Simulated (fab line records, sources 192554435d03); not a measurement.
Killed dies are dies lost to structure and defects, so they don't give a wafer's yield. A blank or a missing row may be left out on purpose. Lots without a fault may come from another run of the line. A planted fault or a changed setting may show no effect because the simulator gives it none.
Chamber matching | flow n5_finfet | N5_BEOL_M7_ALD_77 on ald_metal-04: 4 sister chambers
The step deposits TaN, target thk 2 nm, pulse time 2 s, purge time 3 s. 22 wafers are shown with their chamber, then 11 later ones without.

WAFERS WITH THEIR CHAMBER
wafer  | chamber | heater_power_w (W) | precursor_vessel_temp_c (C)
L075.3 | 3       | 350                | 75.08
L075.4 | 0       | 496                | 75.00
L075.6 | 3       | 347                | 74.98
L077.1 | 0       | 504                | 74.87
L077.2 | 2       | 412                | 75.00
L077.5 | 0       | 507                | 74.83
L079.1 | 0       | 485                | 74.98
L079.2 | 1       | 510                | 74.96
L079.6 | 2       | 425                | 75.12
L080.1 | 0       | 503                | 75.00
L080.2 | 3       | 356                | 74.90
L080.4 | 1       | 504                | 74.91
L084.2 | 0       | 495                | 74.94
L084.4 | 3       | 344                | 75.04
L084.5 | 1       | 499                | 74.91
L087.1 | 3       | 355                | 75.06
L087.4 | 0       | 496                | 74.89
L087.5 | 2       | 417                | 75.17
L091.2 | 1       | 497                | 75.10
L091.3 | 0       | 500                | 75.11
L091.5 | 0       | 499                | 74.90
L090.4 | 0       | 488                | 74.87

SIGNATURES (means of the wafers above)
reading                 | chamber 0 | chamber 1 | chamber 2 | chamber 3 | scatter within a chamber
heater_power_w          | 497.30    | 502.50    | 418.00    | 350.40    | 6.33
precursor_vessel_temp_c | 74.9390   | 74.9700   | 75.0967   | 75.0120   | 0.0831
Rule: a wafer's distance from a chamber is the root of the sum, over the readings, of the square of ((its reading less the chamber's mean) divided by the reading's scatter). The wafer belongs to the nearest chamber; if the next one is less than 2 further off, it can't be placed. The scatter: the root of (the sum of the squares of (reading less its chamber's mean) over the shown wafers, divided by (wafers less chambers)).

WAFERS WITHOUT THEIR CHAMBER
wafer  | heater_power_w (W) | precursor_vessel_temp_c (C)
L090.5 | 506                | 75.01
L090.6 | 487                | 74.96
L092.2 | 348                | 74.94
L092.4 | 502                | 74.80
L092.5 | 354                | 74.91
L093.1 | 496                | 75.08
L093.5 | 422                | 74.96
L093.6 | 497                | 74.99
L096.2 | 350                | 74.94
L096.4 | 505                | 74.96
L096.6 | 508                | 75.08

WHICH CHAMBER EACH WENT THROUGH
wafer  | from the rows above     | in truth
L090.5 | can't be placed: 1 or 0 | 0
L090.6 | can't be placed: 0 or 1 | 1
L092.2 | 3                       | 3
L092.4 | can't be placed: 0 or 1 | 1
L092.5 | 3                       | 3
L093.1 | can't be placed: 1 or 0 | 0
L093.5 | 2                       | 2
L093.6 | can't be placed: 0 or 1 | 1
L096.2 | 3                       | 3
L096.4 | can't be placed: 1 or 0 | 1
L096.6 | can't be placed: 1 or 0 | 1
Placed correctly: 4 of 11. Can't be placed from these rows: 7 (the true chamber is among the candidates in 7). Placed wrongly: 0.
